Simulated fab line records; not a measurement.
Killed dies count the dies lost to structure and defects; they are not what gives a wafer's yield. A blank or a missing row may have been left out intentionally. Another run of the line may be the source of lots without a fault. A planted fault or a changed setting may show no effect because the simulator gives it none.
fab line records | flow n5_finfet
record: lots: 10 wafers: 30 last_day: 19
route steps=1938 shown BEOL_M4@1111 BEOL_M11@1588 BEOL_M12@1608 PASSIVATION@1936
lots that met no fault: taken from a fault-free run of the same line
start_h: hours from the record's first day to the start of the lot's first wafer shown | wait_h: hours from the lot's prior step to this one | " unchanged from the row above | L1.1+2: one row covering several wafers at once | - no value, or no start given | * or withheld: withheld | < > ~ a bound
route shown NAME@n: names a module that has steps shown in the file, with the first one's number in the route | usual: mean and standard deviation over wafers with no fault | same: alike in all rows | chamber/n: place in a boat | sites: each site's reading | _std_site: their standard deviation | _edge_site: outer sites' mean less inner sites' | radius_mm: how far each site lies from the wafer's centre | mask NAME#n: copy n | behind: tool/chamber where the wafer was last shaped | hold: why the lot was held/for how many hours/how that ended | device: transistor that didn't switch, given as n, p or np | end of line: the tests these same wafers got at the end of their route | a step without rows: its recipe alone | killed: count of dies lost to structure and defects at first sort (not the wafer's yield) | map: dies across one wafer; x = killed, . = not, _ = none there
set.NAME: the run value of the setting; set.NAME@STEP: its run value at that earlier step | model.NAME: the simulator's own value behind a step, which no gauge read
the route's steps for a sample of lots (tables are steps, rows are wafers)
services: from which hour (start_h, from the record's first day; less than 0 if before it) a tool's chamber was out of use, for how many hours, and why
== steps ==
step: N5_BEOL_M4_RC_MEAS_101
usual: DIBL_N: 36.5/1.9 DIBL_P: 36.7/2.1 IOFF_N: 0.17/0.035 IOFF_P: 0.22/0.042 ION_N: 676/10 ION_P: 462/8.1 SS_N: 71.5/0.72 SS_P: 73.4/0.7 VT_N: 249/3.1 VT_P: -250/3.9
columns lot.wafer tool chamber start_h wait_h DIBL_N[mV/V] DIBL_P[mV/V] IOFF_N[nA/um] IOFF_P[nA/um] ION_N[uA/um] ION_P[uA/um] SS_N[mV/dec] SS_P[mV/dec] VT_N[mV] VT_P[mV]
L351.1 prober-01 0 178.29 0.0 36.3 35.7 0.14 0.21 661 463 71.8 73.8 254 -250
L351.4 " 0 " " 37.0 36.7 0.15 0.22 686 474 72.2 73.3 251 -247
L351.6 " 0 " " 40.5 41.0 0.23 0.31 699 475 72.5 74.9 247 -246
L350.1 prober-01 0 181.00 0.0 35.3 36.5 0.14 0.18 674 456 71.3 74.1 251 -257
L350.4 " 0 " " 35.1 36.3 0.14 0.17 673 456 72.2 72.9 249 -256
L350.6 " 0 " " 35.1 36.6 0.15 0.18 679 458 71.7 73.7 249 -257
L354.1 prober-01 0 220.97 0.0 36.9 36.0 0.17 0.23 683 469 70.4 73.1 246 -247
L354.3 " 0 " " 40.6 39.9 0.23 0.30 687 467 72.6 74.6 245 -242
L354.5 " 0 " " 38.2 36.8 0.19 0.25 678 463 71.1 74.0 246 -246
L361.2 prober-01 0 255.38 0.2 37.7 38.6 0.19 0.21 680 453 72.7 73.8 245 -252
L361.3 " 0 " " 36.5 38.0 0.17 0.19 675 456 71.8 73.5 249 -254
L361.6 " 0 " " 37.2 38.5 0.18 0.20 683 458 72.0 73.6 250 -252
L363.1 prober-01 0 263.92 0.0 34.3 33.9 0.13 0.16 660 451 70.9 72.6 253 -254
L363.4 " 0 " " 35.2 35.4 0.15 0.18 676 456 70.2 73.0 250 -254
L363.6 " 0 " " 35.1 36.1 0.15 0.18 672 458 71.1 73.4 251 -254
L365.2 prober-02 0 279.71 0.2 37.5 37.4 0.20 0.29 689 478 72.3 73.8 245 -241
L365.5 " 0 " " 37.1 37.9 0.20 0.31 698 489 71.0 74.6 245 -242
L365.6 " 0 " " 35.9 35.3 0.16 0.25 681 477 70.9 74.0 250 -244
L367.2 prober-01 0 298.20 0.2 34.7 37.2 0.13 0.22 663 463 71.5 73.4 254 -249
L367.3 " 0 " " 34.3 35.7 0.13 0.21 666 461 70.9 73.4 254 -249
L367.4 " 0 " " 37.2 39.5 0.18 0.26 687 471 72.2 73.7 249 -247
L368.3 prober-01 0 320.83 0.3 34.6 35.7 0.15 0.19 670 457 71.2 73.1 249 -254
L368.5 " 0 " " 37.0 39.9 0.18 0.25 675 459 71.9 74.6 247 -252
L368.6 " 0 " " 34.2 35.9 0.14 0.18 670 455 71.0 73.3 249 -256
L370.1 prober-02 0 324.73 0.0 36.1 34.6 0.13 0.18 657 454 71.0 72.7 252 -253
L370.2 " 0 " " 35.7 35.6 0.14 0.19 662 455 71.3 73.0 252 -253
L370.5 " 0 " " 38.8 38.9 0.19 0.25 676 463 71.8 73.1 246 -247
L371.3 prober-01 0 348.43 0.3 35.8 36.4 0.18 0.24 683 470 71.4 73.4 247 -247
L371.4 " 0 " " 37.7 38.7 0.19 0.26 674 460 72.8 73.5 246 -248
L371.5 " 0 " " 35.5 36.3 0.16 0.23 682 472 71.3 73.2 249 -247
step: N5_BEOL_M11_DEGAS_44
recipe: ambient: vacuum temp_c: 250 time_s: 60
usual: heater_power_w: 329/34
columns lot.wafer tool chamber start_h wait_h heater_power_w
L350.1 pvd_sputter-01 - 248.11 0.3 383
L350.4 " - " " 322
L350.6 " - " " 322
L351.1 pvd_sputter-03 - 248.27 0.3 298
L351.4 " - " " 316
L351.6 " - " " 295
L354.1 pvd_sputter-03 - 287.13 0.3 289
L354.3 " - " " 296
L354.5 " - " " 319
L361.2 pvd_sputter-02 - 324.50 0.5 302
L361.3 " - " " 325
L361.6 " - " " 338
L363.1 pvd_sputter-02 - 328.26 0.6 306
L363.4 " - " " 333
L363.6 " - " " 325
L365.2 pvd_sputter-02 - 342.75 0.6 390
L365.5 " - " " 397
L365.6 " - " " 326
L367.2 pvd_sputter-03 - 365.66 0.4 315
L367.3 " - " " 322
L367.4 " - " " 294
L368.3 pvd_sputter-03 - 382.67 0.2 289
L368.5 " - " " 324
L368.6 " - " " 319
L370.1 pvd_sputter-01 - 387.65 1.6 320
L370.2 " - " " 380
L370.5 " - " " 373
L371.3 pvd_sputter-01 - 402.97 0.5 379
L371.4 " - " " 323
L371.5 " - " " 369
step: N5_BEOL_M11_SPUTTER_48
recipe: material: Cu target_thk_a: 120 temp_c: -20 bias_v: 60 power_w: 26000 chamber_pressure_pa: 0.13 time_s: 2
usual: throttle_valve_pct: 29.8/1.1
columns lot.wafer tool chamber start_h wait_h throttle_valve_pct
L350.1 pvd_sputter-03 - 250.39 1.4 31.0
L350.4 " - " " 28.5
L350.6 " - " " 30.2
L351.1 pvd_sputter-03 - 250.47 1.0 28.2
L351.4 " - " " 29.1
L351.6 " - " " 30.2
L354.1 pvd_sputter-02 - 287.71 0.1 29.9
L354.3 " - " " 29.3
L354.5 " - " " 29.6
L361.2 pvd_sputter-03 - 325.34 0.2 29.3
L361.3 " - " " 28.4
L361.6 " - " " 30.0
L363.1 pvd_sputter-03 - 329.04 0.2 28.9
L363.4 " - " " 30.6
L363.6 " - " " 30.8
L365.2 pvd_sputter-03 - 343.69 0.2 28.9
L365.5 " - " " 30.2
L365.6 " - " " 29.2
L367.2 pvd_sputter-02 - 366.38 0.1 29.3
L367.3 " - " " 31.7
L367.4 " - " " 29.8
L368.3 pvd_sputter-03 - 383.29 0.1 30.1
L368.5 " - " " 28.1
L368.6 " - " " 31.2
L370.1 pvd_sputter-03 - 388.67 0.1 30.2
L370.2 " - " " 29.0
L370.5 " - " " 28.6
L371.3 pvd_sputter-01 - 403.73 0.1 30.2
L371.4 " - " " 29.8
L371.5 " - " " 30.1
step: N5_BEOL_M12_EXPOSE_07
recipe: mask_id: V11 na: 0.93 source_shape: conventional sigma_outer: 0.6 polarization: unpolarized attpsm_phase_deg: 180 dose_mj: 32.5
same: na: 0.93
columns lot.wafer tool chamber start_h wait_h mask
L350.1+4+6 krf_scanner-02 0 251.91 - V11#0
L351.1+4+6 krf_scanner-02 0 251.94 - V11#0
L354.1+3+5 krf_scanner-02 0 289.19 - V11#0
L361.2+3+6 krf_scanner-02 0 326.61 - V11#0
L363.1+4+6 krf_scanner-02 0 330.47 - V11#0
L365.2+5+6 krf_scanner-02 0 345.09 - V11#0
L367.2+3+4 krf_scanner-01 0 368.44 - V11#0
L368.3+5+6 krf_scanner-01 0 384.86 - V11#0
L370.1+2+5 krf_scanner-01 0 389.94 - V11#0
L371.3+4+5 krf_scanner-01 0 405.27 - V11#0
step: N5_BEOL_M12_OVL_MEAS_11
recipe: points_per_wafer: 44
usual: V11_OVL: 1/5.4
same: points_per_wafer: 44
columns lot.wafer tool chamber start_h wait_h V11_OVL[nm]
L350.1 overlay-01 0 252.11 0.0 -1
L350.4 " 0 " " -10
L350.6 " 0 " " -6
L351.1 overlay-02 0 252.14 0.0 6
L351.4 " 0 " " 3
L351.6 " 0 " " 1
L354.1 overlay-01 0 289.39 0.0 -5
L354.3 " 0 " " -2
L354.5 " 0 " " -3
L361.2 overlay-02 0 326.81 0.0 37
L361.3 " 0 " " 39
L361.6 " 0 " " 37
L363.1 overlay-02 0 330.67 0.0 44
L363.4 " 0 " " 32
L363.6 " 0 " " 32
L365.2 overlay-01 0 345.29 0.0 29
L365.5 " 0 " " 40
L365.6 " 0 " " 33
L367.2 overlay-02 0 368.64 0.0 3
L367.3 " 0 " " -9
L367.4 " 0 " " 1
L368.3 overlay-02 0 385.05 0.0 4
L368.5 " 0 " " 3
L368.6 " 0 " " 4
L370.1 overlay-02 0 390.14 0.0 10
L370.2 " 0 " " 2
L370.5 " 0 " " 11
L371.3 overlay-02 0 405.46 0.0 -7
L371.4 " 0 " " 3
L371.5 " 0 " " -4
step: N5_BEOL_M12_VIA_ETCH_16
recipe: chemistry: C4F8/O2/Ar target: SiOC pressure_mtorr: 30 source_w: 3000 bias_w: 700 Ar_flow_sccm: 400 C4F8_flow_sccm: 15 O2_flow_sccm: 8 he_inner_torr: 15 he_outer_torr: 30 target_depth_a: 7248 time_s: withheld ion_energy_ev: 250 ends: cleared
usual: drypump_motor_current_A: 5.5/0.34 he_outer_torr: 30.00/0.061 oes_product_au: 0.68/0.076 rf_vpp_V: 665/3.1 showerhead_plenum_p_Torr: 3.40/0.099 throttle_valve_pct: 24.41/0.17
columns lot.wafer tool chamber start_h wait_h drypump_motor_current_A he_outer_torr oes_product_au rf_vpp_V showerhead_plenum_p_Torr throttle_valve_pct
L350.1 rie_diel-02 3 252.29 0.0 5.1 30.10 0.65 668 3.53 24.70
L350.4 " 0 " " 6.1 29.90 0.68 661 3.29 24.20
L350.6 " 2 " " 5.3 30.11 0.63 661 3.25 24.73
L351.1 rie_diel-06 0 252.37 0.0 5.2 30.15 0.61 669 3.51 24.58
L351.4 " 3 " " 5.9 29.88 0.65 661 3.28 24.41
L351.6 " 1 " " 5.2 29.99 0.84 662 3.39 24.23
L354.1 rie_diel-06 0 289.54 0.0 5.2 30.05 0.61 667 3.50 24.59
L354.3 " 1 " " 5.2 29.98 0.82 664 3.38 24.28
L354.5 " 3 " " 5.9 30.02 0.65 660 3.28 24.41
L361.2 rie_diel-01 1 326.95 0.0 5.7 29.94 0.75 666 3.45 24.21
L361.3 " 3 " " 5.7 29.99 0.63 664 3.37 24.49
L361.6 " 2 " " 5.7 30.07 0.67 666 3.41 24.40
L363.1 rie_diel-06 1 330.83 0.0 5.2 30.03 0.81 663 3.37 24.29
L363.4 " 3 " " 5.9 30.00 0.64 660 3.27 24.44
L363.6 " 2 " " 5.1 30.05 0.60 668 3.52 24.48
L365.2 rie_diel-01 3 345.43 0.0 5.7 30.01 0.63 664 3.37 24.48
L365.5 " 1 " " 5.7 30.04 0.74 666 3.45 24.23
L365.6 " 2 " " 5.7 29.95 0.67 665 3.41 24.42
L367.2 rie_diel-01 2 368.78 0.0 5.7 30.02 0.66 664 3.40 24.43
L367.3 " 1 " " 5.8 30.08 0.75 667 3.44 24.23
L367.4 " 2 " " 5.7 29.96 0.66 668 3.40 24.41
L368.3 rie_diel-02 2 385.29 0.0 5.3 30.08 0.85 672 3.63 24.49
L368.5 " 0 " " 6.1 29.93 0.64 660 3.26 24.23
L368.6 " 1 " " 5.2 30.10 0.64 663 3.38 24.25
L370.1 rie_diel-02 0 390.39 0.0 6.2 29.92 0.64 661 3.26 24.26
L370.2 " 1 " " 5.3 29.92 0.63 665 3.38 24.24
L370.5 " 2 " " 5.3 29.98 0.84 672 3.63 24.49
L371.3 rie_diel-01 3 405.60 0.0 5.7 29.89 0.85 664 3.36 24.19
L371.4 " 1 " " 5.7 30.02 0.72 665 3.44 24.26
L371.5 " 0 " " 5.8 30.01 0.68 665 3.43 24.48
step: N5_PASSIVATION_PROBE_49
usual: defect_limited_yield: 91.4/1.5 killed_at_M0_to_M3: 35/12 killed_at_M4_up: 13/5.8 killed_at_contacts: 12/5.5 killed_at_front_end: 36/9.9 killed_at_other: 4/3.7 killed_dies: 101/18 killed_on_rim: 13/4.1 killed_open: 66/13 killed_short: 33/8 sort_bin_5_function: 5.0/1 sort_bin_6_memory: 3.2/0.67 sort_n_pass: 1079/18 sort_yield_pct: 91.4/1.5
same: gross_dies: 1180 killed_at_back_side: 0 sort_bin_4_leakage[%]: 0 sort_bin_8_speed[%]: 0
columns lot.wafer tool chamber start_h wait_h defect_limited_yield[%] killed_at_M0_to_M3 killed_at_M4_up killed_at_contacts killed_at_front_end killed_at_other killed_dies killed_on_rim killed_open killed_short sort_bin_5_function[%] sort_bin_6_memory[%] sort_n_pass sort_yield_pct[%]
L363.1 prober-02 - 371.57 0.0 36.3 49 674 1 22 6 752 105 60 25 31.4 2.7 428 36.3
L363.4 prober-02 - 371.72 0.2 42.5 62 586 9 17 4 678 92 75 32 28.6 3.3 502 42.5
L363.6 prober-02 - 371.82 0.3 58.1 49 407 10 22 6 494 66 64 29 21.9 3.7 686 58.1
L361.2 prober-02 - 372.15 0.1 14.9 32 922 10 40 0 1004 135 64 19 42.1 3.4 176 14.9
L361.3 prober-02 - 372.20 0.1 16.5 31 894 10 43 7 985 132 66 34 42.6 4.5 195 16.5
L361.6 prober-02 - 372.35 0.3 28.6 27 769 10 36 0 842 113 58 32 35.9 2.4 338 28.6
L365.2 prober-01 - 380.66 0.1 54.2 52 426 11 45 6 540 67 79 40 23.5 4.0 640 54.2
L365.5 prober-01 - 380.81 0.2 49.1 50 494 17 33 7 601 82 85 33 27.5 3.6 579 49.1
L365.6 prober-01 - 380.86 0.3 55.3 59 401 33 26 8 527 59 88 53 23.4 4.7 653 55.3
killed by level:class
L363.1 BEOL_M12:overlay=665 BEOL_M0_SAQP:geometric_particle:open=13 BEOL_M1:geometric_particle:open=9 BEOL_M3:geometric_particle:open=8 DUMMY_GATE:geometric_particle:open=6 BEOL_M0_SAQP:geometric_particle:short=6 BEOL_M2:geometric_particle:short=4 BEOL_M2:geometric_particle:open=4
L363.4 BEOL_M12:overlay=570 BEOL_M0_SAQP:geometric_particle:short=15 BEOL_M0_SAQP:geometric_particle:open=13 BEOL_M0:geometric_particle:open=9 BEOL_M3:geometric_particle:open=8 BEOL_M4:geometric_particle:open=8 MOL_CONTACT_COAG:geometric_particle:open=7 BEOL_M2:geometric_particle:open=7
L363.6 BEOL_M12:overlay=399 BEOL_M0_SAQP:geometric_particle:open=10 BEOL_M0_SAQP:geometric_particle:short=9 BEOL_M1:geometric_particle:open=9 BEOL_M2:geometric_particle:open=8 FIN_SAQP:geometric_particle:open=7 MOL_CONTACT_COAG:geometric_particle:open=7 BEOL_M1:geometric_particle:short=6
L361.2 BEOL_M12:overlay=912 BEOL_M2:geometric_particle:open=9 FIN_SAQP:geometric_particle:open=6 MOL_CONTACT_COAG:geometric_particle:open=6 BEOL_M1:geometric_particle:open=6 HKMG_FIN:area_etch=6 STI_FIN_REVEAL:geometric_particle:open=5 DUMMY_GATE:geometric_particle:open=5
L361.3 BEOL_M12:overlay=884 MOL_CONTACT_COAG:geometric_particle:open=9 FIN_SAQP:geometric_particle:open=9 FIN_SAQP:geometric_particle:short=6 BEOL_M0_SAQP:geometric_particle:open=6 BEOL_M1:geometric_particle:open=6 BEOL_M2:geometric_particle:open=6 ILD0:geometric_particle:short=5
L361.6 BEOL_M12:overlay=751 BEOL_M2:geometric_particle:open=9 DUMMY_GATE:geometric_particle:open=7 BEOL_M4:geometric_particle:open=6 MOL_CONTACT_COAG:geometric_particle:open=6 ILD0:geometric_particle:short=5 BEOL_M1:geometric_particle:open=5 FIN_SAQP:geometric_particle:open=4
L365.2 BEOL_M12:overlay=416 BEOL_M3:geometric_particle:open=12 STI_FIN_REVEAL:geometric_particle:open=10 BEOL_M0_SAQP:geometric_particle:open=10 DUMMY_GATE:geometric_particle:open=9 MOL_CONTACT_COAG:geometric_particle:open=8 BEOL_M0_SAQP:geometric_particle:short=8 BEOL_M8:geometric_particle:open=7
L365.5 BEOL_M12:overlay=477 MOL_CONTACT_COAG:geometric_particle:open=16 BEOL_M2:geometric_particle:open=13 BEOL_M0_SAQP:geometric_particle:open=12 FIN_SAQP:geometric_particle:open=8 BEOL_M4:geometric_particle:open=8 BEOL_M3:geometric_particle:open=7 HKMG_FIN:area_etch=6
L365.6 BEOL_M12:overlay=385 MOL_CONTACT_COAG:geometric_particle:open=26 BEOL_M1:geometric_particle:short=14 BEOL_M2:geometric_particle:open=10 GATE_CUT:geometric_particle:short=10 BEOL_M0_SAQP:geometric_particle:open=9 BEOL_M4:geometric_particle:open=9 MOL_CONTACT_COAG:geometric_particle:short=7
== services ==
columns tool chamber start_h hours kind
krf_scanner-02 - 227.55 1.3 pm
krf_scanner-01 - 228.04 0.2 repair
rie_diel-06 2 229.79 1.7 repair
krf_scanner-02 - 230.76 1.0 pm
krf_scanner-01 - 279.65 1.0 pm
krf_scanner-01 - 287.93 2.7 repair
krf_scanner-02 - 299.29 0.8 pm
rie_diel-02 2 312.22 9.2 repair
rie_diel-06 0 324.90 17.4 repair
rie_diel-06 3 332.84 3.2 repair
krf_scanner-01 0 356.39 - calibration
krf_scanner-02 - 359.67 3.6 pm
rie_diel-01 3 367.73 - clean
rie_diel-01 3 367.73 - consumable_replace:focus_ring
rie_diel-01 3 367.73 15.3 scheduled_down
rie_diel-01 3 367.73 15.3 vent_cycle
rie_diel-02 1 370.46 5.3 repair
krf_scanner-02 0 375.92 - calibration
krf_scanner-01 - 383.21 1.3 pm
rie_diel-02 1 395.15 19.8 repair
krf_scanner-01 - 398.44 4.0 pm
rie_diel-01 0 400.75 3.4 repair
krf_scanner-02 - 402.46 1.0 pm
krf_scanner-02 - 403.46 4.0 pm
== key ==
first_sign: step: N5_BEOL_M12_OVL_MEAS_11 reading: V11_OVL direction: up sigmas: 6.4 usual: 1 struck: 36
effect: step: N5_PASSIVATION_PROBE_49 reading: killed_at_M4_up direction: up sigmas: 99+ usual: 13 struck: 619
more_kills_born_at: N5_BEOL_M12_EXPOSE_07@krf_scanner-02: 5459
met_at N5_BEOL_M12_EXPOSE_07
struck_lots L361,L363,L365
not_acting_at N5_BEOL_M11_DEGAS_44,N5_BEOL_M11_SPUTTER_48,N5_BEOL_M12_VIA_ETCH_16
onset_between 289.19 326.61
fault: kind: scanner_matching_overlay tool: krf_scanner-02 chamber: - onset_h: 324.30 steps: N5_BEOL_M12_EXPOSE_07 offset: 40.009
